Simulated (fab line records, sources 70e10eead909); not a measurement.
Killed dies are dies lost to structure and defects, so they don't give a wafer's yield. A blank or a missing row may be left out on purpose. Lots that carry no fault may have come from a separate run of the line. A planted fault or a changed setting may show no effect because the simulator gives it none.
Problem report, 8D (eight disciplines) form, completed by code    flow nand_harc    the parts of the form that need people (team, actions taken, sign-off) are left out

## 1. THE PROBLEM
Wafers without a fault read 27, standard deviation 8; killed_at_array at NHARC_END_SORT_01 reads a mean of 148 on 3 wafers belonging to 2 lots. That puts it +15 standard deviations away from the usual mean.
First observed at day 23 04:09: wafer L675.4, on prober-02. The record has a number at this step for 9 wafers belonging to 3 lots. Rule for "out", or "out of limits": more than 4 standard deviations from the usual mean. The rest of the wafers with a number are treated as sound.

## 2. WHAT THIS IS AND IS NOT
question                     is                            is not
which readings at this step  killed_at_array, killed_dies  killed_at_other, killed_at_periphery, killed_open, killed_short
which lots                   L675, L677                    L679
which wafers of those lots   L675.4, L677.3, L677.6        L675.1, L675.2, L677.1
read on which gauges         prober-01, prober-02          -
when                         from day 23 04:09             up to then (2 sound wafers); but 4 sound wafers of L677, L679 came after

## 3. WHAT RULES OUT EACH SUSPECT
Counting: a tool at a process step up to the reading stays a suspect if it ran every lot that is out. Sound lots after the first of them don't rule it out here, since some wafers of a struck lot are sound.
- the gauge at NHARC_END_SORT_01 has been ruled out. 2 gauges (prober-01, prober-02) read the wafers that are out.
- rie_diel-09 at NHARC_A_STAIRCASE_TRIM_12 (chemistry O2, time 211.2 s): kept. It ran every lot that is out, first L675 (day 14 10:02).
- rie_diel-09 at NHARC_A_STAIRCASE_TRIM_16 (chemistry O2, time 211.2 s): kept. It ran every lot that is out, first L675 (day 14 10:31). On those wafers its own readings are out: oes_product_au.
- rie_diel-09 at NHARC_A_STAIRCASE_TRIM_18 (chemistry O2, time 211.2 s): kept. It ran every lot that is out, first L675 (day 23 01:43). NHARC_A_STAIRCASE_TRIM_18: start missing for some lots; hours and lot order therefore follow NHARC_END_SORT_01.
- rie_diel-09, NHARC_A_STAIRCASE_TRIM_12: wafers that are out in chamber 0, sound lot-mates in chambers 2, 3.
rie_diel-09 at NHARC_A_STAIRCASE_TRIM_12, rie_diel-09 at NHARC_A_STAIRCASE_TRIM_16 and rie_diel-09 at NHARC_A_STAIRCASE_TRIM_18 are what is left after counting.

## 4. THE CAUSE (what the simulator had put in)
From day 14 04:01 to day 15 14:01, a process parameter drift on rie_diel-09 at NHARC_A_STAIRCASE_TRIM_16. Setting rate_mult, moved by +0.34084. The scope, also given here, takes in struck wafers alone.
3 suspects survive the count, and this tool is in that group.

## 5. THE EFFECT CHAIN, in route order
Each row: a reading whose mean over the struck wafers that have a number lies more than 3 standard deviations from the usual. Only readings whose record carries a usual standard deviation are examined. hours: median over the lots of the time between each lot's start at the first step of this table that gives one and its start at this step. sigmas: the change, counted in usual standard deviations.
hours  step                       reading          usual       on struck wafers  change  sigmas
0      NHARC_A_STAIRCASE_TRIM_16  oes_product_au   1.002 a.u.  1.211             +0.209  +23
211    NHARC_END_SORT_01          killed_at_array  27          148               +121    +15
211    NHARC_END_SORT_01          killed_dies      31          153               +122    +14
Process steps it contains:
- NHARC_A_STAIRCASE_TRIM_16: chemistry O2, time 211.2 s.

## 6. HOW IT WOULD HAVE BEEN CAUGHT EARLIER
The first out-of-limits reading at a measuring or inspecting step in this record came at day 23 04:09, 216 hours after the fault's start at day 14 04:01.
Tool's own readings at NHARC_A_STAIRCASE_TRIM_16, oes_product_au: out on all struck wafers the step has rows for; an alarm limit on them would have tripped on the first.
All the lots that are out (2) had begun NHARC_A_STAIRCASE_TRIM_16 on rie_diel-09 by day 23 04:09. Tool hold at that time: it would have spared none of them.
